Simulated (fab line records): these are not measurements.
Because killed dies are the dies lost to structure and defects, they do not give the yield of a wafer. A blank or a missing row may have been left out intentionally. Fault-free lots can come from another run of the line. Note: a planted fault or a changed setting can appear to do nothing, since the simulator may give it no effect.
Which tool did it? :: flow n5-finfet :: 18 wafers from 6 lots sampled at 3 of the route's 1938 steps

## WHAT THE GAUGES SHOWED, per wafer
N5_BEOL_M8_OVL_MEAS_12.
lot: L290
measured: day 10 15:07
on: overlay-02
M8_OVL (nm): 0.1 0.2 -0.1

lot: L292
measured: day 10 22:28
on: overlay-02
M8_OVL (nm): 10.6 11.0 12.2

lot: L293
measured: day 11 02:17
on: overlay-02
M8_OVL (nm): -0.1 0.3 0.9

lot: L296
measured: day 11 07:31
on: overlay-02
M8_OVL (nm): -1.1 -0.7 -1.6

lot: L302
measured: day 13 08:35
on: overlay-02
M8_OVL (nm): -0.1 0.8 0.7

lot: L306
measured: day 14 11:05
on: overlay-02
M8_OVL (nm): 0.9 -0.1 -0.1

## WHICH TOOL RAN EACH LOT (tool, then ch and the chambers of the sampled wafers, then the start)
lot: L290
N5_BEOL_M7_ANNEAL_51: rtp-anneal-01 ch 0, day 10 12:52
N5_BEOL_M8_EXPOSE_08: arfi-scanner-02 ch 0, day 10 14:58

lot: L292
N5_BEOL_M7_ANNEAL_51: rtp-anneal-01 ch 0, day 10 19:08
N5_BEOL_M8_EXPOSE_08: arfi-scanner-02 ch 0, day 10 22:19

lot: L293
N5_BEOL_M7_ANNEAL_51: rtp-anneal-01 ch 0, day 11 00:03
N5_BEOL_M8_EXPOSE_08: arfi-scanner-01 ch 0, day 11 02:09

lot: L296
N5_BEOL_M7_ANNEAL_51: rtp-anneal-02 ch 0, day 11 04:36
N5_BEOL_M8_EXPOSE_08: arfi-scanner-01 ch 0, day 11 07:19

lot: L302
N5_BEOL_M7_ANNEAL_51: rtp-anneal-02 ch 0, day 13 05:19
N5_BEOL_M8_EXPOSE_08: arfi-scanner-03 ch 0, day 13 08:26

lot: L306
N5_BEOL_M7_ANNEAL_51: rtp-anneal-02 ch 0, day 14 08:31
N5_BEOL_M8_EXPOSE_08: arfi-scanner-01 ch 0, day 14 10:56
- N5_BEOL_M7_ANNEAL_51: time 90 s.
- N5_BEOL_M8_EXPOSE_08: exposes mask M8.

## THE ANSWER, worked out from the rows above alone
Rule: the lots themselves supply what counts as usual. The widest of any qualifying gaps counts: lots, ordered by their means at a reading, are off when they make up no more than a third of the lots, leave a main group of 4 or more, and stand apart from it by 3 or more times the standard deviation of that group's means. A main group is skipped when, at the precision printed for the reading in the tables above, its means are all equal. A lot without any number at a reading at which 4 lots or more have one is off too. Any other lot the step has rows for is counted as sound.
Off: L292, seen at N5_BEOL_M8_OVL_MEAS_12 (M8_OVL). The main group has a mean of 0.0 nm with a standard deviation of 0.58.
If a tool, at a process step before that reading, ran all the lots that are off and no sound lot after the first of them, it fits. Those tools and the gauges at N5_BEOL_M8_OVL_MEAS_12 are tried in the same way. One fits: N5_BEOL_M8_EXPOSE_08 on arfi-scanner-02. Its last sound lot is L290 (day 10 14:58), its first lot that is off L292 (day 10 22:19): a fault that began between those two fits.

## WHAT HAD BEEN PUT IN BY THE SIMULATOR
Scanner matching overlay: arfi-scanner-02, from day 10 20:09 on, at N5_BEOL_M8_EXPOSE_08. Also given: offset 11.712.
Struck lots among those shown: L292. This agrees with what the rule above found.
